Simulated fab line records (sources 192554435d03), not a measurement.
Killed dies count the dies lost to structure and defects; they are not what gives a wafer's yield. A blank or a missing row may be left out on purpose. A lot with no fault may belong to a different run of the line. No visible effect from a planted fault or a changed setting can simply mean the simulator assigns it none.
Struck lot and sound lot, side by side :: flow n5-finfet :: 15 out of 1938 route steps
Sound: the wafers L792.1, L792.2, L792.3. Struck: wafers L793.2, L793.5, L793.6. At the end, the cause is stated.
Each step with rows lists, per side, the tool, then ch with its chambers, then its first start. Under that, the readings that differ: sound wafers :: struck wafers :: difference of the means :: sigmas: that difference in standard deviations of wafers without a fault.
alike: a reading whose means differ by less than 2 such deviations, as well as words and numbers matching on both sides. not compared: withheld readings; readings where some wafer has no value; bounds like >300 that might hide an equal value; numbers whose values overlap and for which the record gives no deviation.
Wherever a step has rows on one side only, a row that says differs or no value, or a row with sigmas, the two part there. Numbers that have no deviation but don't overlap get no sigmas and don't part them. A reading missing from all wafers of one side parts the sides only when that side holds two or more wafers.

first, 4 steps without rows for these wafers: N5_SD_EPI_N_WET_ETCH_43 (etches SiO2 in dHF, time 14 s, target depth 1.5 nm); N5_SD_EPI_N_STRIP_18 (strips in SPM, time 750 s); N5_SD_EPI_N_SRD_20 (time 30 s); N5_SD_EPI_N_PRECLEAN_48 (cleans in NF3:NH3, afs cycles 2, time 20 s, sublimation time 60 s).
N5_SD_EPI_N_VAPOR_ETCH_50: etches Si in HCl, time 54 s.
  sound on epi-rpcvd-03 ch 0, day 4 09:39; struck on epi-rpcvd-03 ch 0, day 4 16:17
  alike: susceptor-temp-C, throttle-valve-pct
then, 1 step without rows for these wafers: N5_SD_EPI_N_EPI_21 (deposits Si:P, time 690 s).
N5_SD_EPI_N_EPI_MEAS_23:
  sound on film-metro-01, day 4 11:33; struck on film-metro-01, day 4 18:10
reading: thk-nm (nm)
sound: 56.5 57.9 55.7
struck: 60.6 58.6 59.1
difference: +2.7
sigmas: +2
then, 3 steps without rows for these wafers: N5_SD_EPI_N_PRECLEAN_24 (cleans in O3/DIW, time 60 s); N5_SD_EPI_N_SRD_25 (time 30 s); N5_SD_EPI_N_PRECLEAN_49 (cleans in NF3:NH3, afs cycles 1, time 20 s, sublimation time 60 s).
N5_SD_EPI_N_LINER_46: material SiNx, target thk 3 nm.
  sound on ald-sin-01 ch 1,2,3, day 4 11:51; struck on ald-sin-04 ch 0,2,3, day 4 18:36
  alike: heater-power-w, susceptor-temp-C
N5_SD_EPI_N_INSPECT_26: inspects for defects (darkfield).
  sound on defect-inspect-01, day 4 12:06; struck on defect-inspect-02, day 4 18:51
  alike: raw-defect-count
N5_SD_EPI_P_COAT_34: time 60 s, resist thk 350 nm.
  sound on litho-track-03 ch 0, day 4 12:08; struck on litho-track-03 ch 0, day 4 18:53
reading: spin-speed-rpm (rpm)
sound: 1499.2 1500.8 1500.2
struck: 1340.1 1340.9 1339.8
difference: -159.8
sigmas: -99 or more

reading: model.SOC_of_SD_EPI_P_COAT_34.thk-nm (nm)
sound: 349.4 349.2 349.4
struck: 369.8 369.6 368.8
difference: +20.1
sigmas: 
  alike: heater-power-total-W, resist-line-temp-C
then, 2 steps without rows for these wafers: N5_SD_EPI_P_COAT_35 (time 60 s, resist thk 35 nm); N5_PASSIVATION_PROBE_49.

WHERE THEY PART
Last at N5_SD_EPI_P_COAT_34 as far as this record goes, first at N5_SD_EPI_N_EPI_MEAS_23.

WHY: whatever the simulator had introduced
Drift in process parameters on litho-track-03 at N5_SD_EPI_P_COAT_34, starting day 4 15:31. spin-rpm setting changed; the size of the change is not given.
